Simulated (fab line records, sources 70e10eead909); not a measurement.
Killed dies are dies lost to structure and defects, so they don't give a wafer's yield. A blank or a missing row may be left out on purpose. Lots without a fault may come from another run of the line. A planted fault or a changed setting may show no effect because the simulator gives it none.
Problem report in the 8D (eight disciplines) form, filled by code | flow nand_harc | the parts of the form that need people (team, actions taken, sign-off) are left out

1. THE PROBLEM
run_length_s at NHARC_A_CONTACT_ETCH_49 reads a mean of 526.4 s on 2 wafers of 2 lots; wafers without a fault read 496.6 s with a standard deviation of 0.47. That is +63 standard deviations from the usual mean.
The step: etches the open film in N2/H2, target depth 260 nm, time 475.3 s.
First seen on wafer L990.2, day 26 10:00, on rie_diel-03. The record holds 33 wafers of 11 lots with a number at this step. Rule for "out", or "out of limits": more than 4 standard deviations from the usual mean. The other wafers with a number count as sound.

2. WHAT IT IS AND WHAT IT IS NOT
question                    | is                | is not
which readings at this step | run_length_s      | drypump_motor_current_A, mfc_ar_sccm, oes_product_au, rf_vpp_V, showerhead_plenum_p_Torr, throttle_valve_pct
which lots                  | L990, L994        | L100, L101, L102, L982, L983, L987, L991, L998, L999
which wafers of those lots  | L990.2, L994.5    | L990.4, L990.6, L994.4, L994.6
read on which tools         | rie_diel-03       | rie_diel-09, rie_diel-13
when                        | from day 26 10:00 | up to then (14 sound wafers); but 17 sound wafers of L100, L101, L102, L994, L998, L999 came after

3. SUSPECTS, AND WHAT RULES EACH OUT
Counting: a tool at a process step up to the reading stays a suspect if it ran every lot that is out. Sound lots after the first of them don't rule it out here, since some wafers of a struck lot are sound.
- rie_diel-03 at NHARC_A_CONTACT_ETCH_49 (etches the open film in N2/H2, target depth 260 nm, time 475.3 s): kept. It ran every lot that is out, first L990 (day 26 10:00); its last sound lot up to then is L991 (day 26 08:32). Its own readings are out on those wafers: run_length_s.
- Within rie_diel-03 at NHARC_A_CONTACT_ETCH_49: the wafers that are out ran in chamber 1; their sound lot-mates ran in chambers 0, 2, 3.
Left after counting: rie_diel-03 at NHARC_A_CONTACT_ETCH_49.

4. THE CAUSE (what the simulator had put in)
Process parameter drift: rie_diel-03, from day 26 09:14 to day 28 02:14, at NHARC_A_CONTACT_ETCH_49. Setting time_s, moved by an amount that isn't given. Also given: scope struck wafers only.
Counting left only this tool.

5. THE CHAIN OF EFFECTS, in route order
Each row: a reading whose mean over the struck wafers that have a number lies more than 3 standard deviations from the usual. Only readings for which the record gives a usual standard deviation are gone through. hours: the time from each lot's start at the first step in this table that gives one to its start at this step, as a median over the lots. sigmas: the change in usual standard deviations.
hours | step                    | reading      | usual   | on struck wafers | change | sigmas
0     | NHARC_A_CONTACT_ETCH_49 | run_length_s | 496.6 s | 526.4            | +29.8  | +63
The process steps in it:
- NHARC_A_CONTACT_ETCH_49: etches the open film in N2/H2, target depth 260 nm, time 475.3 s.

6. WHAT WOULD HAVE CAUGHT IT SOONER
In this record the first reading out of limits was taken at day 26 10:00, 1 hour after the fault began at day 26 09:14.
